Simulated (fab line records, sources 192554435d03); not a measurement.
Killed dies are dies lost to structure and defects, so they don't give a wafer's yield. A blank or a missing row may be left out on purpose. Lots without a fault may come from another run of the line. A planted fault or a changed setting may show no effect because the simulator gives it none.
fab line records | flow n5_finfet
record lots=7 wafers=21
route steps=1938 shown BEOL_M4@1059 BEOL_M5@1120 BEOL_M7@1270 BEOL_M8@1332 BEOL_M9@1405
start_h: hours from the record's first day to the start of the lot's first wafer shown | wait_h: hours since the lot's step before | " the same as in the row above | L1.1+2: a row that stands for several wafers | - no value, or no start given | * or withheld: withheld | < > ~ a bound
route shown NAME@n: a module of which the file shows steps, and the number in the route of the first | usual: mean/standard deviation of fault-free wafers | same: alike in all rows | chamber/n: place in a boat | sites: the reading at each site | _std_site: their standard deviation | _edge_site: outer sites' mean less inner sites' | radius_mm: how far each site lies from the wafer's centre | mask NAME#n: copy n | behind: the tool/chamber that last shaped the wafer | hold: why the lot was held/for how many hours/how that ended | device: the transistor (n, p or np) that didn't switch | end of line: the same wafers' tests at the end of the route | a step without rows: its recipe alone | killed: dies lost to structure and defects at the first sort, not the wafer's yield | map: a wafer's dies, x killed, . not, _ none there
set.NAME: the setting as run; set.NAME@STEP: as run at that earlier step | model.NAME: the simulator's own value behind a step, which no gauge read
lots whose settings were changed on purpose; a table a step, a row a wafer
## steps
# step N5_BEOL_M4_DESCUM_33
# recipe chemistry=O2 time_s=7 source_power_w=50 bias_power_w=20 pressure_mtorr=20 rf_frequency_hz=2.712e+07 temp_c=40 resist=CAR-EUV o2_flow_sccm=225
# columns lot.wafer tool chamber start_h wait_h set.time_s model.CAR-EUV_of_BEOL_M4_COAT_22.thk_nm
L074.1 rie_diel-06 2 187.65 0.0 8.432 25.4
L074.3 " 1 " " 7 26.2
L074.5 " 1 " " 8.432 25.6
L080.2+5 rie_diel-03 2 197.68 0.0 7 26.2
L080.6 " 1 " " 7.528 26
L083.1 rie_diel-01 1 239.65 0.7 7 26
L083.2 " 2 " " 5.985 26.6
L083.5 " 2 " " 7 26.2
L086.3+6 rie_diel-01 2 244.82 0.5 5.484 26.8
L086.4 " 3 " " 7 26
L091.1+2 rie_diel-06 0,2 280.34 0.0 8.383 25.6
L091.5 " 2 " " 7 26.2
L093.3+5 rie_diel-03 0,1 290.80 0.0 7.529 25.8
L093.6 " 2 " " 7 26.2
L097.3+4 rie_diel-01 0,1 302.42 0.0 7 25.8
L097.6 " 3 " " 7 26
# step N5_BEOL_M4_ETCH_77
# recipe chemistry=N2/H2 target=underlayer target_depth_a=65 mask_material=CAR-EUV time_s=5.2 ion_energy_ev=200 pressure_mtorr=30 source_w=840 bias_w=150 n2_flow_sccm=200 h2_flow_sccm=200 ends=cleared
# columns lot.wafer tool chamber start_h wait_h set.time_s@BEOL_M4_DESCUM_33 model.CAR-EUV_of_BEOL_M4_COAT_22.thk_nm
L074.1+5 rie_diel-06 2,1 187.68 0.0 8.432 19.8
L074.3 " 1 " " 7 20.6
L080.2+5 rie_diel-03 2 197.72 0.0 7 20.6
L080.6 " 1 " " 7.528 20.2
L083.1 rie_diel-01 1 239.68 0.0 7 20.2
L083.2 " 2 " " 5.985 20.8
L083.5 " 2 " " 7 20.4
L086.3 rie_diel-01 2 244.86 0.0 5.484 21
L086.4 " 3 " " 7 20.2
L086.6 " 2 " " 5.484 21.2
L091.1+2 rie_diel-06 0,2 280.37 0.0 8.383 19.8
L091.5 " 2 " " 7 20.4
L093.3 rie_diel-03 0 290.84 0.0 7.529 20
L093.5 " 1 " " 7.529 20.2
L093.6 " 2 " " 7 20.4
L097.3+4+6 rie_diel-01 0,1,3 302.45 0.0 7 20.2
# step N5_BEOL_M4_DEP_57
# recipe material=SiCN target_thk_a=80 temp_c=withheld precursor=3MS/NH3 pressure_torr=3 rf_w=202 time_s=14
# columns lot.wafer tool chamber start_h wait_h set.time_s model.SiCN_of_BEOL_M4_DEP_57.thk_nm
L074.1+3+5 pecvd-04 1,0,2 199.66 0.0 15.37 8.8
L080.2 pecvd-01 0 212.04 0.0 11.99 6.8
L080.5 " 1 " " 14 8
L080.6 " 0 " " 11.99 7
L083.1+2 pecvd-01 2,1 247.89 0.0 14 8
L083.5 " 0 " " 14 8.4
L086.3+6 pecvd-01 1,2 252.87 0.0 14 8.2
L086.4 " 0 " " 14 8.4
L091.1 pecvd-03 1 298.46 0.0 14 7.6
L091.2 " 2 " " 14 7.8
L091.5 " 0 " " 14 8
L093.3 pecvd-03 1 299.82 0.0 14 7.8
L093.5 " 0 " " 14.55 8.4
L093.6 " 2 " " 14 8
L097.3 pecvd-04 0 321.67 0.0 14 8
L097.4+6 " 1,2 " " 14 8.2
# step N5_BEOL_M5_COAT_05
# recipe resist=CAR-EUV spin_rpm=1500 resist_thk_nm=30
# columns lot.wafer tool chamber start_h wait_h set.spin_rpm model.CAR-EUV_of_BEOL_M5_COAT_05.thk_nm
L074.1 litho_track-05 0 - - 1500 30
L074.3+5 " 0 " " 1348 31.6
L080.2 litho_track-05 0 - - 1348 31.6
L080.5 " 0 " " 1500 30
L080.6 " 0 " " 1500 29.8
L083.1+5 litho_track-05 0 - - 1385 31.4
L083.2 " 0 " " 1500 30.2
L086.3 litho_track-05 0 - - 1609 29
L086.4 " 0 " " 1500 30
L086.6 " 0 " " 1609 29.2
L091.1 litho_track-05 0 - - 1500 30
L091.2 " 0 " " 1500 30.2
L091.5 " 0 " " 1382 31.4
L093.3+6 litho_track-01 0 - - 1500 30
L093.5 " 0 " " 1581 29.2
L097.3+4+6 litho_track-03 0 - - 1500 29.8
# step N5_BEOL_M5_EBR_07
# recipe solvent=PGMEA ebr_width_mm=1.5
# step N5_BEOL_M5_SOFTBAKE_06
# recipe temp_c=110 time_s=60 resist=CAR-EUV
# step N5_BEOL_M5_EXPOSE_08
# recipe mask_id=M5 na=0.33 source_shape=annular sigma_inner=0.4 sigma_outer=0.8 polarization=unpolarized target_cd_nm=28 dose_mj=35.75
# step N5_BEOL_M5_PEB_09
# recipe peb_temp_c=100 peb_time_s=60 resist=CAR-EUV
# step N5_BEOL_M5_DEVELOP_10
# recipe develop_time_s=30 developer=TMAH resist=CAR-EUV rinse_liquid=surfactant_rinse dry=air_spin dev_temp_c=23
# columns lot.wafer tool chamber start_h wait_h set.spin_rpm@BEOL_M5_COAT_05 model.CAR-EUV_of_BEOL_M5_COAT_05.thk_nm
L074.1 litho_track-03 0 - - 1500 29.6
L074.3 " 0 " " 1348 31.2
L074.5 " 0 " " 1348 31
L080.2 litho_track-05 0 - - 1348 31
L080.5 " 0 " " 1500 29.6
L080.6 " 0 " " 1500 29.4
L083.1+5 litho_track-01 0 - - 1385 30.8
L083.2 " 0 " " 1500 29.6
L086.3+6 litho_track-03 0 - - 1609 28.6
L086.4 " 0 " " 1500 29.6
L091.1 litho_track-05 0 - - 1500 29.6
L091.2 " 0 " " 1500 29.8
L091.5 " 0 " " 1382 31
L093.3+6 litho_track-03 0 - - 1500 29.6
L093.5 " 0 " " 1581 28.8
L097.3+4+6 litho_track-01 0 - - 1500 29.4
# step N5_BEOL_M7_COAT_05
# recipe resist=CAR-ArF spin_rpm=1500 resist_thk_nm=90
# columns lot.wafer tool chamber start_h wait_h set.spin_rpm model.CAR-ArF_of_BEOL_M7_COAT_05.thk_nm
L074.1 litho_track-04 0 - - 1635 86.2
L074.3 " 0 " " 1500 89.4
L074.5 " 0 " " 1635 86
L080.2+6 litho_track-01 0 - - 1332 95.6
L080.5 " 0 " " 1332 96
L083.1 litho_track-04 0 - - 1599 87
L083.2 " 0 " " 1500 89.8
L083.5 " 0 " " 1500 90
L086.3 litho_track-01 0 - - 1566 88.2
L086.4+6 " 0 " " 1500 90.2
L091.1 litho_track-01 0 - - 1500 90.4
L091.2 " 0 " " 1500 90
L091.5 " 0 " " 1586 88
L093.3 litho_track-01 0 - - 1580 88
L093.5+6 " 0 " " 1500 90.2
L097.3+6 litho_track-05 0 - - 1500 90.2
L097.4 " 0 " " 1500 90.4
# step N5_BEOL_M7_EXPOSE_08
# recipe mask_id=M7 na=1.35 source_shape=dipole sigma_inner=0.817 sigma_outer=0.97 polarization=te dose_mj=68.25
# columns lot.wafer tool chamber start_h wait_h mask set.dose_mj
L074.1+5 arfi_scanner-01 0 227.82 - M7#0 70.8
L074.3 " 0 " " M7#0 68.25
L080.2+6 arfi_scanner-03 0 247.61 - M7#0 68.25
L080.5 " 0 " " M7#0 71.95
L083.1+2+5 arfi_scanner-01 0 275.05 - M7#0 68.25
L086.3 arfi_scanner-03 0 279.51 - M7#0 68.25
L086.4+6 " 0 " " M7#0 66.51
L091.1+5 arfi_scanner-02 0 320.19 - M7#0 70.51
L091.2 " 0 " " M7#0 68.25
L093.3+5+6 arfi_scanner-03 0 329.10 - M7#0 68.25
L097.3+4+6 arfi_scanner-03 0 347.55 - M7#0 68.25
# step N5_BEOL_M7_PEB_09
# recipe peb_temp_c=withheld peb_time_s=60 resist=CAR-ArF
# step N5_BEOL_M7_DEVELOP_10
# recipe develop_time_s=30 developer=TMAH resist=CAR-ArF rinse_liquid=diw dry=air_spin dev_temp_c=23
# columns lot.wafer tool chamber start_h wait_h set.spin_rpm@BEOL_M7_COAT_05 model.CAR-ArF_of_BEOL_M7_COAT_05.thk_nm
L074.1 litho_track-01 0 - - 1635 84.4
L074.3 " 0 " " 1500 87.8
L074.5 " 0 " " 1635 84.2
L080.2 litho_track-01 0 - - 1332 94
L080.5 " 0 " " 1332 94.2
L080.6 " 0 " " 1332 93.8
L083.1 litho_track-05 0 - - 1599 85.2
L083.2 " 0 " " 1500 88
L083.5 " 0 " " 1500 88.4
L086.3 litho_track-04 0 - - 1566 86.4
L086.4+6 " 0 " " 1500 88.4
L091.1 litho_track-01 0 - - 1500 88.6
L091.2 " 0 " " 1500 88.2
L091.5 " 0 " " 1586 86.2
L093.3 litho_track-01 0 - - 1580 86.2
L093.5+6 " 0 " " 1500 88.6
L097.3 litho_track-01 0 - - 1500 88.4
L097.4 " 0 " " 1500 88.8
L097.6 " 0 " " 1500 88.6
# step N5_BEOL_M7_CD_MEAS_11
# recipe target_cd_nm=38.5 landing_energy_ev=500 detector=se_inlens polarity=opening
# usual cd_nm=38.7/0.58
# columns lot.wafer tool chamber start_h wait_h set.dose_mj@BEOL_M7_EXPOSE_08 cd_nm
L074.1 cd_sem-01 0 227.95 - 70.8 40.2
L074.3 " 0 " " 68.25 38.9
L074.5 " 0 " " 70.8 40.4
L080.2 cd_sem-01 0 247.74 - 68.25 38.7
L080.5 " 0 " " 71.95 40.9
L080.6 " 0 " " 68.25 39.0
L083.1 cd_sem-02 0 275.17 - 68.25 39.2
L083.2 " 0 " " 68.25 39.0
L083.5 " 0 " " 68.25 39.4
L086.3 cd_sem-02 0 279.63 - 68.25 40.0
L086.4 " 0 " " 66.51 38.3
L086.6 " 0 " " 66.51 37.9
L091.1 cd_sem-02 0 320.32 - 70.51 40.6
L091.2 " 0 " " 68.25 39.2
L091.5 " 0 " " 70.51 40.8
L093.3 cd_sem-01 0 329.22 - 68.25 38.6
L093.5 " 0 " " 68.25 38.6
L093.6 " 0 " " 68.25 38.5
L097.3 cd_sem-01 0 347.67 - 68.25 38.6
L097.4 " 0 " " 68.25 38.8
L097.6 " 0 " " 68.25 38.3
# step N5_BEOL_M7_DESCUM_16
# recipe chemistry=O2 time_s=7.9 source_power_w=50 bias_power_w=20 pressure_mtorr=20 rf_frequency_hz=2.712e+07 temp_c=40 resist=CAR-ArF o2_flow_sccm=225
# step N5_BEOL_M7_ETCH_61
# recipe chemistry=CF4 target=SiARC target_depth_a=455 mask_material=CAR-ArF time_s=75.8 ion_energy_ev=80 pressure_mtorr=40 source_w=545 bias_w=36 Ar_flow_sccm=100 cf4_flow_sccm=100 ends=cleared
# columns lot.wafer tool chamber start_h wait_h set.spin_rpm@BEOL_M7_COAT_05 set.dose_mj@BEOL_M7_EXPOSE_08 model.BEOL_M7.cd_offset_nm model.CAR-ArF_of_BEOL_M7_COAT_05.thk_nm
L074.1 rie_diel-04 1 228.14 0.0 1635 70.8 2 47
L074.3 " 0 " " 1500 68.25 0.6 50.2
L074.5 " 3 " " 1635 70.8 2.2 46.6
L080.2 rie_diel-02 2 247.86 0.0 1332 68.25 -0.2 56.6
L080.5 " 0 " " 1332 71.95 2.2 57
L080.6 " 3 " " 1332 68.25 1 56.4
L083.1 rie_diel-02 1 275.35 0.0 1599 68.25 0.8 47.8
L083.2 " 0 " " 1500 68.25 0.2 50.6
L083.5 " 2 " " 1500 68.25 1 50.8
L086.3 rie_diel-04 2 280.21 0.0 1566 68.25 1.2 49
L086.4 " 0 " " 1500 66.51 -0.6 51.2
L086.6 " 0 " " 1500 66.51 -0.8 51.2
L091.1 rie_diel-02 3 320.44 0.0 1500 70.51 2.4 51.2
L091.2 " 0 " " 1500 68.25 0.8 51
L091.5 " 1 " " 1586 70.51 2.4 48.8
L093.3 rie_diel-02 0 329.60 0.0 1580 68.25 0.6 48.8
L093.5 " 1 " " 1500 68.25 0.6 51
L093.6 " 2 " " 1500 68.25 0 51
L097.3 rie_diel-04 3 348.06 0.0 1500 68.25 0.2 51
L097.4 " 2 " " 1500 68.25 0.4 51.4
L097.6 " 0 " " 1500 68.25 -0.2 51.2
# step N5_BEOL_M7_ALD_77
# recipe material=TaN target_thk_a=20 temp_c=275 ald_precursor_family=PDMAT ald_co_reactant=NH3 pressure_torr=3 carrier_flow_sccm=1500 pulse_time_s=2 purge_time_s=3 co_reactant_purge_time_s=2 co_reactant_pulse_time_s=3 ald_cycles=40 precursor_vessel_temp_c=75 precursor_vessel_pressure_torr=26.25 precursor_vessel_carrier_sccm=1000
# columns lot.wafer tool chamber start_h wait_h set.ald_cycles model.TaN_of_BEOL_M7_ALD_77.thk_nm
L074.1+3+5 ald_metal-02 0,3,0 230.56 0.0 40 2
L080.2+5 ald_metal-02 1,0 253.05 0.0 46 2.2
L080.6 " 3 " " 40 2
L083.1+2+5 ald_metal-04 3,1,0 279.51 0.0 40 2
L086.3 ald_metal-04 3 283.03 0.1 34 1.8
L086.4 " 2 " " 34 1.6
L086.6 " 2 " " 40 2
L091.1 ald_metal-02 3 323.83 0.1 38 1.8
L091.2 " 2 " " 38 2
L091.5 " 3 " " 40 2
L093.3+6 ald_metal-03 1,2 332.85 0.2 40 2
L093.5 " 1 " " 34 1.6
L097.3+4+6 ald_metal-03 2,3,0 353.55 0.3 40 2
# step N5_BEOL_M8_ILD_DEP_00
# recipe material=SiCOH_lowk target_thk_a=1797.5 temp_c=300 precursor=DEMS/porogen pressure_torr=5 rf_w=500 time_s=33.4
# columns lot.wafer tool chamber start_h wait_h set.time_s model.SiCOH_lowk_of_BEOL_M8_ILD_DEP_00.thk_nm
L074.1 pecvd-03 1 232.94 0.0 36.78 194.2
L074.3 " 0 " " 36.78 197.6
L074.5 " 1 " " 33.4 180.4
L080.2 pecvd-03 1 256.09 0.0 29.3 153
L080.5 " 0 " " 33.4 180.8
L080.6 " 1 " " 33.4 180
L083.1 pecvd-01 1 282.01 0.0 28.76 156.2
L083.2 " 0 " " 28.76 155
L083.5 " 1 " " 33.4 182.4
L086.3 pecvd-01 2 284.90 0.0 35.72 190.8
L086.4 " 2 " " 33.4 180.4
L086.6 " 0 " " 35.72 194.2
L091.1 pecvd-04 0 326.69 0.0 33.4 178
L091.2 " 2 " " 33.4 180
L091.5 " 0 " " 33.4 180.6
L093.3 pecvd-03 1 334.91 0.0 28.96 154
L093.5+6 " 0,1 " " 28.96 156.6
L097.3 pecvd-03 2 356.46 0.0 33.4 177.4
L097.4 " 2 " " 33.4 180.8
L097.6 " 0 " " 33.4 184.4
# step N5_BEOL_M8_CURE_74
# recipe temp_c=385 time_s=240 ambient=He/Ar material=SiCOH_lowk
# columns lot.wafer tool chamber start_h wait_h set.time_s@BEOL_M8_ILD_DEP_00 model.SiCOH_lowk_of_BEOL_M8_ILD_DEP_00.thk_nm
L074.1 uv_cure-02 1 233.00 0.0 36.78 167.6
L074.3 " 1 " " 36.78 170.6
L074.5 " 1 " " 33.4 155.6
L080.2 uv_cure-03 2 256.24 0.1 29.3 131.8
L080.5 " 2 " " 33.4 155.8
L080.6 " 2 " " 33.4 155.2
L083.1 uv_cure-03 1 282.08 0.0 28.76 134.6
L083.2 " 1 " " 28.76 133.4
L083.5 " 1 " " 33.4 157.2
L086.3 uv_cure-02 2 285.28 0.4 35.72 164.6
L086.4 " 2 " " 33.4 155.6
L086.6 " 2 " " 35.72 167.6
L091.1 uv_cure-03 0 327.26 0.5 33.4 153.4
L091.2 " 0 " " 33.4 155.2
L091.5 " 0 " " 33.4 155.8
L093.3 uv_cure-02 2 335.13 0.2 28.96 132.6
L093.5 " 2 " " 28.96 135
L093.6 " 2 " " 28.96 134.8
L097.3 uv_cure-02 0 356.68 0.2 33.4 152.8
L097.4 " 0 " " 33.4 156
L097.6 " 0 " " 33.4 159.2
# step N5_BEOL_M8_THK_MEAS_01
# recipe reads=SiCOH_lowk_of_BEOL_M8_ILD_DEP_00
# usual M8_ILD_THK=155.1/2.2
# columns lot.wafer tool chamber start_h wait_h set.time_s@BEOL_M8_ILD_DEP_00 M8_ILD_THK[nm]
L074.1 film_metro-01 - 233.99 0.8 36.78 167.5
L074.3 " - " " 36.78 170.6
L074.5 " - " " 33.4 155.6
L080.2 film_metro-01 - 256.67 0.4 29.3 131.8
L080.5 " - " " 33.4 155.8
L080.6 " - " " 33.4 155.1
L083.1 film_metro-01 - 282.59 0.4 28.76 134.7
L083.2 " - " " 28.76 133.4
L083.5 " - " " 33.4 157.2
L086.3 film_metro-01 - 285.96 0.5 35.72 164.8
L086.4 " - " " 33.4 155.6
L086.6 " - " " 35.72 167.6
L091.1 film_metro-02 - 327.77 0.4 33.4 153.4
L091.2 " - " " 33.4 155.2
L091.5 " - " " 33.4 155.8
L093.3 film_metro-01 - 335.49 0.3 28.96 132.5
L093.5 " - " " 28.96 135.0
L093.6 " - " " 28.96 134.8
L097.3 film_metro-02 - 357.04 0.3 33.4 153.0
L097.4 " - " " 33.4 155.9
L097.6 " - " " 33.4 159.1
# step N5_BEOL_M9_HM_DEP_02
# recipe material=TiN target_thk_a=200 temp_c=25 chamber_pressure_pa=0.49996
# columns lot.wafer tool chamber start_h wait_h set.target_thk_a model.TiN_of_BEOL_M9_HM_DEP_02.thk_nm
L074.1 pvd_sputter-03 - 244.79 0.9 200 20
L074.3 " - " " 191.2 19.4
L074.5 " - " " 191.2 19.2
L080.2 pvd_sputter-01 - 264.99 0.0 218.1 21.8
L080.5+6 " - " " 200 20.2
L083.1+2+5 pvd_sputter-01 - 292.29 1.0 200 20
L086.3+6 pvd_sputter-02 - 295.75 0.8 185.5 18.4
L086.4 " - " " 200 20
L091.1 pvd_sputter-03 - 336.34 0.8 175.7 17.8
L091.2 " - " " 200 20.4
L091.5 " - " " 200 20.2
L093.3 pvd_sputter-03 - 343.44 0.4 175.3 18
L093.5 " - " " 200 20.2
L093.6 " - " " 175.3 17.6
L097.3+4+6 pvd_sputter-02 - 369.88 1.6 200 20
## key
split step=N5_BEOL_M4_DESCUM_33 setting=time_s stated=7 by=wafer
response step=N5_BEOL_M4_DESCUM_33 reading=model.CAR-EUV_of_BEOL_M4_COAT_22.thk_nm change=-0.0345 per=1% r=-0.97
response step=N5_BEOL_M4_ETCH_77 reading=model.CAR-EUV_of_BEOL_M4_COAT_22.thk_nm change=-0.0376 per=1% r=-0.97
split step=N5_BEOL_M4_DEP_57 setting=time_s stated=14 by=wafer
response step=N5_BEOL_M4_DEP_57 reading=model.SiCN_of_BEOL_M4_DEP_57.thk_nm change=+0.0801 per=1% r=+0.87
split step=N5_BEOL_M5_COAT_05 setting=spin_rpm stated=1500 by=wafer
response step=N5_BEOL_M5_COAT_05 reading=model.CAR-EUV_of_BEOL_M5_COAT_05.thk_nm change=-0.156 per=1% r=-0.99
response step=N5_BEOL_M5_DEVELOP_10 reading=model.CAR-EUV_of_BEOL_M5_COAT_05.thk_nm change=-0.151 per=1% r=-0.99
split step=N5_BEOL_M7_COAT_05 setting=spin_rpm stated=1500 by=wafer
response step=N5_BEOL_M7_COAT_05 reading=model.CAR-ArF_of_BEOL_M7_COAT_05.thk_nm change=-0.399 per=1% r=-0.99
response step=N5_BEOL_M7_DEVELOP_10 reading=model.CAR-ArF_of_BEOL_M7_COAT_05.thk_nm change=-0.417 per=1% r=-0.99
response step=N5_BEOL_M7_ETCH_61 reading=model.CAR-ArF_of_BEOL_M7_COAT_05.thk_nm change=-0.411 per=1% r=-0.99
split step=N5_BEOL_M7_EXPOSE_08 setting=dose_mj stated=68.25 by=wafer
response step=N5_BEOL_M7_CD_MEAS_11 reading=cd_nm change=+0.426 per=1% r=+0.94
response step=N5_BEOL_M7_ETCH_61 reading=model.BEOL_M7.cd_offset_nm change=+0.419 per=1% r=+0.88
split step=N5_BEOL_M7_ALD_77 setting=ald_cycles stated=40 by=wafer
response step=N5_BEOL_M7_ALD_77 reading=model.TaN_of_BEOL_M7_ALD_77.thk_nm change=+0.02 per=1% r=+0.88
split step=N5_BEOL_M8_ILD_DEP_00 setting=time_s stated=33.4 by=wafer
response step=N5_BEOL_M8_ILD_DEP_00 reading=model.SiCOH_lowk_of_BEOL_M8_ILD_DEP_00.thk_nm change=+1.92 per=1% r=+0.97
response step=N5_BEOL_M8_CURE_74 reading=model.SiCOH_lowk_of_BEOL_M8_ILD_DEP_00.thk_nm change=+1.66 per=1% r=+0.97
response step=N5_BEOL_M8_THK_MEAS_01 reading=M8_ILD_THK change=+1.66 per=1% r=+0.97
split step=N5_BEOL_M9_HM_DEP_02 setting=target_thk_a stated=200 by=wafer
response step=N5_BEOL_M9_HM_DEP_02 reading=model.TiN_of_BEOL_M9_HM_DEP_02.thk_nm change=+0.196 per=1% r=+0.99
